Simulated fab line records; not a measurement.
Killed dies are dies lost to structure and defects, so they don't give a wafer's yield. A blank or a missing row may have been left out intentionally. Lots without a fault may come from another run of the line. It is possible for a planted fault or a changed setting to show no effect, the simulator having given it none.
Matching of chambers || flow n5_finfet || pecvd-04 running N5_BEOL_M14_ILD_DEP_00: 3 sister chambers
The step deposits SiO2 from TEOS/O2, target thk 1119.3 nm, time 237.4 s. 16 wafers are shown with their chamber, then 7 later ones without.

EACH WAFER AND ITS CHAMBER
{"wafer": "L893.2", "chamber": 1, "throttle_valve_pct (%)": 18.3, "showerhead_plenum_p_Torr (Torr)": 8.35, "heater_power_w (W)": 596}
{"wafer": "L893.3", "chamber": 2, "throttle_valve_pct (%)": 20.0, "showerhead_plenum_p_Torr (Torr)": 8.32, "heater_power_w (W)": 596}
{"wafer": "L893.4", "chamber": 2, "throttle_valve_pct (%)": 20.0, "showerhead_plenum_p_Torr (Torr)": 8.30, "heater_power_w (W)": 655}
{"wafer": "L895.3", "chamber": 2, "throttle_valve_pct (%)": 20.2, "showerhead_plenum_p_Torr (Torr)": 8.34, "heater_power_w (W)": 616}
{"wafer": "L895.4", "chamber": 1, "throttle_valve_pct (%)": 18.5, "showerhead_plenum_p_Torr (Torr)": 8.36, "heater_power_w (W)": 681}
{"wafer": "L895.6", "chamber": 0, "throttle_valve_pct (%)": 18.9, "showerhead_plenum_p_Torr (Torr)": 8.37, "heater_power_w (W)": 643}
{"wafer": "L894.1", "chamber": 1, "throttle_valve_pct (%)": 18.4, "showerhead_plenum_p_Torr (Torr)": 8.38, "heater_power_w (W)": 588}
{"wafer": "L894.5", "chamber": 1, "throttle_valve_pct (%)": 18.4, "showerhead_plenum_p_Torr (Torr)": 8.37, "heater_power_w (W)": 662}
{"wafer": "L897.1", "chamber": 0, "throttle_valve_pct (%)": 19.0, "showerhead_plenum_p_Torr (Torr)": 8.35, "heater_power_w (W)": 825}
{"wafer": "L897.5", "chamber": 1, "throttle_valve_pct (%)": 18.3, "showerhead_plenum_p_Torr (Torr)": 8.38, "heater_power_w (W)": 525}
{"wafer": "L897.6", "chamber": 2, "throttle_valve_pct (%)": 20.3, "showerhead_plenum_p_Torr (Torr)": 8.30, "heater_power_w (W)": 521}
{"wafer": "L898.2", "chamber": 2, "throttle_valve_pct (%)": 20.5, "showerhead_plenum_p_Torr (Torr)": 8.33, "heater_power_w (W)": 635}
{"wafer": "L898.4", "chamber": 0, "throttle_valve_pct (%)": 19.0, "showerhead_plenum_p_Torr (Torr)": 8.35, "heater_power_w (W)": 639}
{"wafer": "L898.6", "chamber": 1, "throttle_valve_pct (%)": 18.5, "showerhead_plenum_p_Torr (Torr)": 8.36, "heater_power_w (W)": 707}
{"wafer": "L900.1", "chamber": 1, "throttle_valve_pct (%)": 18.4, "showerhead_plenum_p_Torr (Torr)": 8.37, "heater_power_w (W)": 712}
{"wafer": "L900.2", "chamber": 0, "throttle_valve_pct (%)": 18.6, "showerhead_plenum_p_Torr (Torr)": 8.37, "heater_power_w (W)": 776}

SIGNATURES (averages over the wafers above)
{"reading": "throttle_valve_pct", "chamber 0": 18.875, "chamber 1": 18.400, "chamber 2": 20.200, "scatter within a chamber": 0.159}
{"reading": "showerhead_plenum_p_Torr", "chamber 0": 8.3600, "chamber 1": 8.3671, "chamber 2": 8.3180, "scatter within a chamber": 0.0137}
{"reading": "heater_power_w", "chamber 0": 720.75, "chamber 1": 638.71, "chamber 2": 604.60, "scatter within a chamber": 71.8}
Rule: for each reading, subtract the chamber's mean from the wafer's reading, divide by that reading's scatter and square the result; add these up over the readings and take the root, which gives the wafer's distance from the chamber. If the next closest chamber is less than 2 further off than the closest, the wafer can't be placed; otherwise it belongs to the closest. The scatter: take each reading less its chamber's mean, square it, sum over the shown wafers, divide by the number of wafers less the number of chambers, and take the root.

WAFERS MISSING THEIR CHAMBER
{"wafer": "L900.5", "throttle_valve_pct (%)": 20.2, "showerhead_plenum_p_Torr (Torr)": 8.31, "heater_power_w (W)": 646}
{"wafer": "L910.1", "throttle_valve_pct (%)": 18.3, "showerhead_plenum_p_Torr (Torr)": 8.36, "heater_power_w (W)": 678}
{"wafer": "L910.2", "throttle_valve_pct (%)": 18.8, "showerhead_plenum_p_Torr (Torr)": 8.36, "heater_power_w (W)": 723}
{"wafer": "L910.6", "throttle_valve_pct (%)": 18.3, "showerhead_plenum_p_Torr (Torr)": 8.37, "heater_power_w (W)": 533}
{"wafer": "L915.1", "throttle_valve_pct (%)": 20.3, "showerhead_plenum_p_Torr (Torr)": 8.32, "heater_power_w (W)": 664}
{"wafer": "L915.2", "throttle_valve_pct (%)": 18.3, "showerhead_plenum_p_Torr (Torr)": 8.38, "heater_power_w (W)": 578}
{"wafer": "L915.3", "throttle_valve_pct (%)": 19.1, "showerhead_plenum_p_Torr (Torr)": 8.34, "heater_power_w (W)": 669}

THE CHAMBER EACH PASSED THROUGH
{"wafer": "L900.5", "from the rows above": 2, "in truth": 2}
{"wafer": "L910.1", "from the rows above": 1, "in truth": 1}
{"wafer": "L910.2", "from the rows above": 0, "in truth": 0}
{"wafer": "L910.6", "from the rows above": 1, "in truth": 1}
{"wafer": "L915.1", "from the rows above": 2, "in truth": 2}
{"wafer": "L915.2", "from the rows above": 1, "in truth": 1}
{"wafer": "L915.3", "from the rows above": 0, "in truth": 0}
7 of 7 placed correctly. Left unplaced by these rows: 0. Placed wrongly: 0.
